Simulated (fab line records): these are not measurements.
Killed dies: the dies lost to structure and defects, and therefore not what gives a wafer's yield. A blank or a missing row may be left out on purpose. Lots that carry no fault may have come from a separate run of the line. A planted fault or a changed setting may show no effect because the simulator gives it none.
A lot that was struck, set against a sound lot | flow nand_harc | 42 out of 1302 route steps
Sound: the wafers L571.2, L571.4, L571.5. Wafers L582.1, L582.3, L582.4 were the ones struck. The cause is given at the end.
Each step with rows lists, per side, the tool, then ch with its chambers, then its first start. Under that, the readings that differ: sound wafers | struck wafers | difference of the means | sigmas: that difference in standard deviations of wafers without a fault.
alike: same words and numbers on both sides, and readings whose means sit less than 2 such deviations apart. not compared: any withheld reading, any reading some wafer has no value for, any bound like >300 that may hide the same value, and any number with overlapping values for which the record gives no deviation.
A row with sigmas, a row that says differs or no value, or rows on one side alone: a step with any of these is where the two part. Numbers that don't overlap but have no deviation are shown without sigmas and don't part them. Lack of a reading on every wafer of one side parts them only where that side has two or more wafers.

first, 4 steps without rows for these wafers: NHARC_HYBRID_BOND_PRECLEAN_01 (cleans in DIW, time 300 s); NHARC_HYBRID_BOND_SRD_02 (time 30 s, dry time 20 s); NHARC_HYBRID_BOND_BOND_03; NHARC_HYBRID_BOND_ANNEAL_04 (time 7200 s).
NHARC_HYBRID_BOND_OVL_MEAS_05:
  sound on overlay-01 at day 23 17:59; struck on overlay-01 at day 28 11:55
  alike: overlay_x_nm, overlay_y_nm
NHARC_HYBRID_BOND_INSPECT_06: inspects for defects (ir void).
  sound on defect_inspect-02 at day 23 18:02; struck on defect_inspect-01 at day 28 11:58
  alike: raw_defect_count
next, for these wafers, 1 step has no rows: NHARC_THIN_TSV_GRIND_00.
NHARC_THIN_TSV_CMP_01: polishes.
  sound on cmp-03 ch 1,2,3, day 23 19:25; struck on cmp-02 ch 0,2,3, day 28 14:32
  alike: motor_current_A
NHARC_THIN_TSV_THK_MEAS_02: measures by ir.
  sound on film_metro-01 at day 23 19:41; struck on film_metro-02 at day 28 14:48
  alike: thk_nm
then, 3 steps without rows for these wafers: NHARC_THIN_TSV_SRD_03; NHARC_THIN_TSV_PRECLEAN_41 (cleans in SC1); NHARC_THIN_TSV_SRD_42.
NHARC_THIN_TSV_DEP_43: deposits SiO2, target thk 1328.5 nm.
  sound on pecvd-02 ch 1,2, day 23 19:55; struck on pecvd-02 ch 0,1,2, day 28 15:01
  alike: throttle_valve_pct
then, 8 steps without rows for these wafers: NHARC_THIN_TSV_DEHYDRATE_04 (time 120 s); NHARC_THIN_TSV_HMDS_05 (time 30 s); NHARC_THIN_TSV_COAT_06; NHARC_THIN_TSV_SOFTBAKE_07 (time 95 s); NHARC_THIN_TSV_EBR_08; NHARC_THIN_TSV_EXPOSE_09 (exposes mask TSV); NHARC_THIN_TSV_PEB_10 (peb time 85 s); NHARC_THIN_TSV_DEVELOP_11 (time 70 s).
NHARC_THIN_TSV_CD_MEAS_12 targets a cd of 1000 nm.
  sound on cd_sem-03 ch 0, day 23 20:44; struck on cd_sem-02 ch 0, day 28 15:51
  alike: cd_nm
then, 1 step without rows for these wafers: NHARC_THIN_TSV_HARDBAKE_13 (time 80 s).
NHARC_THIN_TSV_DESCUM_14: chemistry O2, time 3 s.
  sound on rie_diel-12 ch 0,1, day 23 20:54; struck on rie_diel-05 ch 1,2,3, day 28 16:01
  alike: drypump_motor_current_A, o2_flow_sccm, oes_product_au, rf_vpp_V, showerhead_plenum_p_Torr, throttle_valve_pct
  not compared: rf_hours_counter_h
then, 2 steps without rows for these wafers: NHARC_THIN_TSV_ETCH_44 (etches the open film in CF4/O2, target depth 1594.2 nm, time 797.1 s); NHARC_THIN_TSV_ETCH_15 (target depth 3000 nm, bosch target overetch cycles 2, bosch etch step 2.8 s).
NHARC_THIN_TSV_CD_MEAS_16:
  sound on cd_sem-01 at day 23 21:42; struck on cd_sem-01 at day 28 16:49
  alike: cd_nm
NHARC_THIN_TSV_STRIP_45: strips in O2.
  sound on plasma_asher-01 ch 0,1, day 23 21:46; struck on plasma_asher-01 ch 0,1, day 28 16:56
  alike: drypump_motor_current_A, heater_power_w
  not compared: rf_hours_counter_h
then, 2 steps without rows for these wafers: NHARC_THIN_TSV_STRIP_46 (strips in post etch residue remover, time 1200 s); NHARC_THIN_TSV_DEP_47 (deposits SiO2, target thk 200 nm).
NHARC_THIN_TSV_ETCHBACK_48: etches the open film in C4F8/Ar, target depth 1028.5 nm, time 405.17 s.
  sound on rie_diel-03 ch 0,3, day 23 22:59; struck on rie_diel-12 ch 0,1,3, day 28 18:08
  reading               | sound             | struck            | difference | sigmas
  oes_product_au (a.u.) | 0.996 0.983 0.996 | 0.936 0.930 0.911 | -0.066     | -2
  alike: rf_vpp_V
  not compared: rf_hours_counter_h
then, 1 step without rows for these wafers: NHARC_THIN_TSV_STRIP_62 (strips in N2/H2, time 20 s).
NHARC_THIN_TSV_DEGAS_49: time 120 s.
  sound on pvd_sputter-02 at day 23 23:31; struck on pvd_sputter-03 at day 28 18:37
  alike: heater_power_w
then, 8 steps without rows for these wafers: NHARC_THIN_TSV_PRE_CLEAN_50 (time 30 s); NHARC_THIN_TSV_PVD_19 (deposits TaN, target thk 20 nm); NHARC_THIN_TSV_PVD_51 (deposits Cu, target thk 100 nm); NHARC_THIN_TSV_ECD_20 (material Cu, target thk 2000 nm); NHARC_THIN_TSV_ANNEAL_52 (time 90 s); NHARC_THIN_TSV_CMP_21 (polishes, t overpolish 30 s, target thk 2000 nm); NHARC_THIN_TSV_SRD_23; NHARC_THIN_TSV_DEGAS_53 (time 60 s).
NHARC_END_SORT_01:
  here the record holds rows for the struck wafers (prober-02 ch 0, day 29 05:37) but none for the sound ones

WHERE THEY PART
Earliest at NHARC_THIN_TSV_ETCHBACK_48; latest, in this record, at NHARC_END_SORT_01.

WHY: whatever the simulator had introduced
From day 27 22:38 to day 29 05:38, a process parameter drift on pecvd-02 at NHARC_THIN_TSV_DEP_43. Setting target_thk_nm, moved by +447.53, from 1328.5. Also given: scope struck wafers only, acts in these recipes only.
